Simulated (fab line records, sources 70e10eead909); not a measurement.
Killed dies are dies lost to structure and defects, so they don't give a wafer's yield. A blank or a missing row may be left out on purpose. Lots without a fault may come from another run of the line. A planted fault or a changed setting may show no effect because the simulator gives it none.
fab line records | flow nand_harc
record lots=7 wafers=21 last_day=24
route steps=1159 shown P_GATE@156 END@1159
lots that met no fault: from a run of the same line without faults
start_h: hours from the record's first day to the start of the lot's first wafer shown | wait_h: hours since the lot's step before | " the same as in the row above | L1.1+2: a row that stands for several wafers | - no value, or no start given | * or withheld: withheld | < > ~ a bound
route shown NAME@n: a module of which the file shows steps, and the number in the route of the first | usual: mean/standard deviation of fault-free wafers | same: alike in all rows | chamber/n: place in a boat | sites: the reading at each site | _std_site: their standard deviation | _edge_site: outer sites' mean less inner sites' | radius_mm: how far each site lies from the wafer's centre | mask NAME#n: copy n | behind: the tool/chamber that last shaped the wafer | hold: why the lot was held/for how many hours/how that ended | device: the transistor (n, p or np) that didn't switch | end of line: the same wafers' tests at the end of the route | a step without rows: its recipe alone | killed: dies lost to structure and defects at the first sort, not the wafer's yield | map: a wafer's dies, x killed, . not, _ none there
set.NAME: the setting as run; set.NAME@STEP: as run at that earlier step | model.NAME: the simulator's own value behind a step, which no gauge read
lots at some steps of the route; a table a step, a row a wafer
services: from which hour (start_h, from the record's first day; less than 0 if before it) a tool's chamber was out of use, for how many hours, and why
## steps
# step NHARC_P_GATE_ETCHBACK_37
# recipe target_depth_a=345 time_s=17.2 chf3_flow_sccm=50 o2_flow_sccm=10 ar_flow_sccm=200 rf_w=500 bias_w=200 chemistry=CHF3/O2
# usual drypump_motor_current_A=5.6/0.32 oes_product_au=0.96/0.037 rf_vpp_V=371.1/2.8 showerhead_plenum_p_Torr=2.43/0.13 throttle_valve_pct=20.573/0.0084
# columns lot.wafer tool chamber start_h wait_h drypump_motor_current_A oes_product_au rf_hours_counter_h rf_vpp_V showerhead_plenum_p_Torr throttle_valve_pct
L292.2 rie_diel-12 1 - - 5.2 0.99 29 373.5 2.54 20.577
L292.1 " 3 " " 5.4 1.02 26 366.0 2.23 20.574
L292.6 " 1 " " 5.2 1.00 - 372.9 2.54 20.580
L296.4 rie_diel-11 3 - - 5.8 0.95 21 371.7 2.45 20.572
L296.1 " 0 " " 5.6 0.94 21 374.8 2.54 20.565
L296.5 " 0 " " 5.6 0.93 - 373.2 2.54 20.573
L305.1 rie_diel-11 1 - - 5.5 0.93 34 374.0 2.56 20.588
L305.3 " 0 " " 5.6 0.93 34 372.7 2.54 20.589
L305.6 " 2 " " 5.7 0.93 - 368.8 2.28 20.574
L307.2 rie_diel-11 1 - - 5.6 1.00 0 373.8 2.56 20.573
L307.4 " 2 " " 5.8 1.00 0 367.0 2.28 20.587
L307.6 " 0 " " 5.6 1.01 - 373.2 2.54 20.563
L309.3 rie_diel-11 0 - - 5.6 0.92 3 373.5 2.54 20.560
L309.2 " 2 " " 5.8 0.92 2 369.1 2.28 20.566
L309.5 " 1 " " 5.6 0.91 - 372.6 2.56 20.577
L312.4 rie_diel-11 0 - - 5.6 0.93 6 375.5 2.53 20.576
L312.2 " 1 " " 5.6 0.94 5 373.5 2.55 20.579
L312.1 " 3 " " 5.8 0.93 5 371.3 2.44 20.587
L314.4 rie_diel-01 2 - - 6.6 1.00 34 371.1 2.40 20.568
L314.1 " 1 " " 5.7 1.01 35 370.8 2.44 20.590
L314.6 " 2 " " 6.6 1.00 - 370.8 2.40 20.580
# step NHARC_P_GATE_STRIP_101
# recipe time_s=20 o2_flow_sccm=500 ar_flow_sccm=0 bias_w=0 chemistry=O2
# usual drypump_motor_current_A=5.7/0.31 oes_product_au=1.000/0.008 rf_vpp_V=57.9/0.82 showerhead_plenum_p_Torr=3.55/0.18 throttle_valve_pct=17.037/0.0091
# columns lot.wafer tool chamber start_h wait_h drypump_motor_current_A oes_product_au rf_hours_counter_h rf_vpp_V showerhead_plenum_p_Torr throttle_valve_pct
L292.2 rie_diel-12 3 115.91 0.1 5.4 1.008 26 57.1 3.29 17.036
L292.1 " 0 " " 5.5 0.979 26 57.4 3.30 17.033
L292.6 " 3 " " 5.4 1.005 - 57.5 3.29 17.041
L296.1 rie_diel-11 1 133.02 0.1 5.6 1.008 21 58.9 3.76 17.024
L296.4 " 2 " " 5.8 1.013 21 56.9 3.36 17.029
L296.5 " 1 " " 5.6 0.999 - 59.7 3.76 17.024
L305.3 rie_diel-11 0 187.95 0.1 5.6 0.991 34 58.1 3.72 17.046
L305.1 " 1 " " 5.6 0.997 34 57.8 3.75 17.032
L305.6 " 3 " " 5.8 0.987 - 57.7 3.59 17.034
L307.4 rie_diel-11 3 199.20 0.1 5.8 0.991 0 59.1 3.59 17.043
L307.2 " 0 " " 5.6 0.996 0 58.4 3.72 17.050
L307.6 " 2 " " 5.8 0.998 - 56.7 3.35 17.040
L309.2 rie_diel-11 1 209.79 0.1 5.6 0.994 2 57.9 3.75 17.032
L309.3 " 3 " " 5.8 0.995 2 58.0 3.58 17.042
L309.5 " 2 " " 5.8 1.007 - 58.1 3.35 17.033
L312.1 rie_diel-11 2 227.67 0.1 5.8 0.995 5 56.5 3.35 17.049
L312.4 " 3 " " 5.8 0.994 5 58.4 3.58 17.033
L312.2 " 0 " " 5.6 1.009 6 58.4 3.72 17.023
L314.4 rie_diel-01 3 244.15 0.2 6.3 0.993 32 57.6 3.70 17.024
L314.1 " 2 " " 6.6 1.011 34 57.0 3.53 17.039
L314.6 " 3 " " 6.3 1.016 - 58.5 3.70 17.041
# step NHARC_P_GATE_PRECLEAN_97
# recipe time_s=600 temp_c=120 chemistry=SPM
# step NHARC_P_GATE_SRD_98
# step NHARC_P_GATE_PRECLEAN_99
# recipe time_s=* temp_c=50 bath_age_min=0 chemistry=SC1
# step NHARC_P_GATE_SRD_100
# step NHARC_P_GATE_DEHYDRATE_38
# recipe temp_c=150 time_s=120
# step NHARC_P_GATE_HMDS_39
# recipe time_s=30
# step NHARC_P_GATE_COAT_40
# recipe spin_rpm=3000
# step NHARC_P_GATE_SOFTBAKE_41
# recipe temp_c=122 time_s=95
# step NHARC_P_GATE_EBR_42
# step NHARC_P_GATE_EXPOSE_43
# recipe na=0.6 target_cd_nm=720 dose_mj=14.81 mask_id=P_NSD
# step NHARC_P_GATE_PEB_44
# recipe peb_temp_c=118 peb_time_s=85
# usual chill_plate_temp_C=22.98/0.11 heater_power_total_W=163.98/0.28 plate_temp_C=118.01/0.13
# columns lot.wafer tool chamber start_h wait_h chill_plate_temp_C heater_power_total_W plate_temp_C
L292.1 litho_track-02 0 116.75 0.1 22.99 164.16 117.90
L292.2 " 0 " " 23.01 163.69 117.95
L292.6 " 0 " " 22.89 164.04 117.90
L296.1 litho_track-07 0 133.85 0.1 23.11 164.46 117.94
L296.4 " 0 " " 22.95 163.64 118.05
L296.5 " 0 " " 22.88 164.32 118.24
L305.1 litho_track-02 0 188.88 0.1 22.94 166.37 119.23
L305.3 " 0 " " 23.13 166.65 119.49
L305.6 " 0 " " 23.03 166.69 119.58
L307.2 litho_track-02 0 200.03 0.1 22.80 166.10 119.38
L307.4 " 0 " " 22.84 166.81 119.44
L307.6 " 0 " " 22.79 166.83 119.36
L309.2 litho_track-02 0 210.77 0.1 22.85 166.62 119.35
L309.3 " 0 " " 22.92 166.59 119.29
L309.5 " 0 " " 22.93 166.63 119.40
L312.1 litho_track-07 0 228.50 0.1 23.00 164.40 118.17
L312.2 " 0 " " 22.80 163.69 118.17
L312.4 " 0 " " 22.80 164.07 118.10
L314.1 litho_track-03 0 244.98 0.1 22.95 164.04 117.96
L314.4 " 0 " " 23.03 163.72 118.03
L314.6 " 0 " " 22.94 164.17 117.81
# step NHARC_P_GATE_DEVELOP_45
# recipe time_s=70
# step NHARC_END_SORT_01
# recipe temp_c=25
# usual killed_at_array=24/7.4 killed_at_other=0.5/0.81 killed_at_periphery=3.4/2.3 killed_dies=28/8 killed_open=3.4/1.8 killed_short=2.0/1.4
# same gross_dies=677
# columns lot.wafer tool chamber start_h wait_h killed_at_array killed_at_other killed_at_periphery killed_dies killed_open killed_short
L292.1 prober-02 0 449.89 2.5 31 0 3 34 3 0
L292.2 prober-02 0 450.68 2.8 30 0 3 33 1 3
L292.6 prober-02 0 453.84 3.9 40 1 2 43 3 1
L307.2 prober-02 0 539.15 2.8 15 1 5 21 4 1
L307.4 prober-02 0 540.76 3.4 25 0 2 27 1 1
L307.6 prober-02 0 542.38 4.0 36 1 3 40 8 2
L305.1 prober-01 0 553.76 2.5 24 0 0 24 2 1
L305.3 prober-01 0 555.37 3.1 21 3 2 26 2 0
L305.6 prober-01 0 557.79 4.0 19 1 2 22 3 0
L309.2 prober-02 0 556.59 2.8 19 0 3 22 1 2
L309.3 prober-02 0 557.40 3.1 19 0 7 26 3 1
L309.5 prober-02 0 559.02 3.7 24 1 6 31 5 2
L312.1 prober-01 0 569.45 2.5 29 1 8 38 2 4
L312.2 prober-01 0 570.26 2.8 29 0 5 34 3 1
L312.4 prober-01 0 571.87 3.4 27 0 9 36 1 1
# killed by level:class
L292.1 A_CHANNEL_HOLE_D1:chamber_film_flake=13 A_SLIT:chamber_film_flake=9 A_STAIRCASE:chamber_film_flake=3 A_CONTACT:chamber_film_flake=2 P_M0:geometric_particle:open=1 A_STAIRCASE:geometric_particle:open=1 A_CONTACT:geometric_particle:open=1 P_STI:chamber_film_flake=1
L292.2 A_CHANNEL_HOLE_D1:chamber_film_flake=9 A_SLIT:chamber_film_flake=9 A_CONTACT:chamber_film_flake=7 A_SGD_CUT:geometric_particle:short=2 A_STAIRCASE:chamber_film_flake=2 P_M0:geometric_particle:short=1 A_SGD_CUT:geometric_particle:open=1 P_GATE:chamber_film_flake=1
L292.6 A_CHANNEL_HOLE_D1:chamber_film_flake=19 A_SLIT:chamber_film_flake=8 A_CONTACT:chamber_film_flake=8 A_STAIRCASE:chamber_film_flake=2 P_M0:geometric_particle:open=1 A_WL_FILL:geometric_particle:short=1 A_CONTACT:geometric_particle:open=1 P_M1:chamber_film_flake=1
L307.2 A_SLIT:chamber_film_flake=9 P_GATE:geometric_particle:open=2 P_GATE:chamber_film_flake=2 A_CONTACT:chamber_film_flake=2 P_M1:geometric_particle:open=1 A_WL_FILL:geometric_particle:short=1 A_CONTACT:geometric_particle:open=1 A_CHANNEL_HOLE_D1:chamber_film_flake=1
L307.4 A_SLIT:chamber_film_flake=11 A_CHANNEL_HOLE_D1:chamber_film_flake=5 A_STAIRCASE:chamber_film_flake=3 A_CONTACT:chamber_film_flake=3 P_GATE:chamber_film_flake=2 A_CHANNEL_FILL_D1:geometric_particle:short=1 A_CHANNEL_FILL_D1:geometric_particle:open=1 A_WL_FILL:chamber_film_flake=1
L307.6 A_SLIT:chamber_film_flake=10 A_CHANNEL_HOLE_D1:chamber_film_flake=6 A_STAIRCASE:chamber_film_flake=5 A_CONTACT:chamber_film_flake=3 A_CONTACT:geometric_particle:open=2 A_BLC:geometric_particle:open=2 A_M0:geometric_particle:open=2 P_GATE:chamber_film_flake=2
L305.1 A_STAIRCASE:chamber_film_flake=10 A_CONTACT:chamber_film_flake=5 A_CHANNEL_HOLE_D1:chamber_film_flake=3 A_WL_FILL:chamber_film_flake=3 A_M0:geometric_particle:open=2 A_M1:geometric_particle:short=1
L305.3 A_STAIRCASE:chamber_film_flake=10 A_CHANNEL_HOLE_D1:chamber_film_flake=6 A_CONTACT:chamber_film_flake=5 THIN_TSV:chamber_film_flake=3 P_CONTACT:geometric_particle:open=2
L309.2 A_CHANNEL_HOLE_D1:chamber_film_flake=12 P_GATE:chamber_film_flake=2 A_STAIRCASE:chamber_film_flake=2 A_ONON_D1:geometric_particle:short=1 A_CONTACT:geometric_particle:open=1 A_M0:geometric_particle:short=1 P_STI:chamber_film_flake=1 A_CONTACT:chamber_film_flake=1
L309.3 A_CHANNEL_HOLE_D1:chamber_film_flake=10 P_GATE:chamber_film_flake=4 A_CONTACT:chamber_film_flake=3 A_STAIRCASE:chamber_film_flake=2 P_CONTACT:geometric_particle:open=1 A_SGD_CUT:geometric_particle:short=1 A_CONTACT:geometric_particle:open=1 A_M0:geometric_particle:open=1
L305.6 A_CHANNEL_HOLE_D1:chamber_film_flake=5 A_STAIRCASE:chamber_film_flake=5 A_CONTACT:chamber_film_flake=4 A_M0:geometric_particle:open=2 A_CONTACT:geometric_particle:open=1 P_STI:chamber_film_flake=1 P_GATE:chamber_film_flake=1 A_CHANNEL_FILL_D1:chamber_film_flake=1
L309.5 A_CHANNEL_HOLE_D1:chamber_film_flake=11 A_STAIRCASE:chamber_film_flake=6 P_GATE:chamber_film_flake=5 A_CONTACT:chamber_film_flake=2 P_M0:geometric_particle:open=1 A_CHANNEL_HOLE_D1:geometric_particle:short=1 A_CHANNEL_FILL_D1:geometric_particle:open=1 A_WL_FILL:geometric_particle:open=1
L312.1 A_SLIT:chamber_film_flake=9 A_CONTACT:chamber_film_flake=8 P_M2:chamber_film_flake=5 A_CHANNEL_HOLE_D1:chamber_film_flake=4 A_STAIRCASE:chamber_film_flake=3 A_CONTACT:geometric_particle:open=2 P_GATE:chamber_film_flake=2 P_M0:geometric_particle:short=1
L312.2 A_SLIT:chamber_film_flake=18 P_M2:chamber_film_flake=3 A_CHANNEL_HOLE_D1:chamber_film_flake=3 A_WL_FILL:chamber_film_flake=2 A_CONTACT:chamber_film_flake=2 P_M2:geometric_particle:open=1 A_WL_FILL:geometric_particle:short=1 A_WL_FILL:geometric_particle:open=1
L312.4 A_SLIT:chamber_film_flake=11 P_M2:chamber_film_flake=8 A_STAIRCASE:chamber_film_flake=4 A_CONTACT:chamber_film_flake=4 A_CHANNEL_HOLE_D1:chamber_film_flake=3 A_WL_FILL:chamber_film_flake=3 A_ONON_D1:geometric_particle:short=1 A_M0:geometric_particle:open=1
## services
# columns tool chamber start_h hours kind
rie_diel-12 2 94.19 3.5 repair
rie_diel-11 0 95.21 - clean
rie_diel-11 1 95.21 - clean
rie_diel-11 2 95.21 - clean
rie_diel-11 3 95.21 - clean
rie_diel-12 0 116.79 6.0 repair
rie_diel-11 0 119.75 - clean
rie_diel-11 1 119.75 - clean
rie_diel-11 2 119.75 - clean
rie_diel-11 3 119.75 - clean
rie_diel-01 - 137.80 9.0 pm
rie_diel-11 2 140.05 15.5 repair
rie_diel-11 0 144.25 - clean
rie_diel-11 1 144.25 - clean
rie_diel-11 3 144.25 - clean
litho_track-02 - 165.01 7.0 pm
rie_diel-11 0 168.77 - clean
rie_diel-11 1 168.77 - clean
rie_diel-11 2 168.77 - clean
litho_track-07 - 189.00 7.0 pm
rie_diel-11 - 189.50 9.0 pm
rie_diel-12 - 202.42 9.0 pm
litho_track-03 - 213.00 7.0 pm
rie_diel-11 2 242.59 42.5 repair
## key
first_sign step=NHARC_P_GATE_PEB_44 reading=plate_temp_C direction=up sigmas=11 usual=* struck=*
effect step=NHARC_P_GATE_PEB_44 reading=heater_power_total_W direction=up sigmas=9.4 usual=* struck=*
met_at NHARC_P_GATE_PEB_44
struck_wafers L305.1,L305.3,L305.6,L307.2,L307.4,L307.6,L309.2,L309.3,L309.5
tester_left_out L305,L307,L309
onset_between 116.75 188.88
fault kind=process_parameter_drift tool=litho_track-02 chamber=- onset_h=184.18 steps=NHARC_P_GATE_PEB_44 channel=peb_temp_c offset=* shape=step end_h=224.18 acts_in=* stated=*
# tester_left_out: of these lots the tester's yield and bins aren't shown, on N5 and GAA mostly nor the transistor test; their killed dies are dies lost to structure and defects alone, not to doping, threshold or leakage, so they don't give the yield
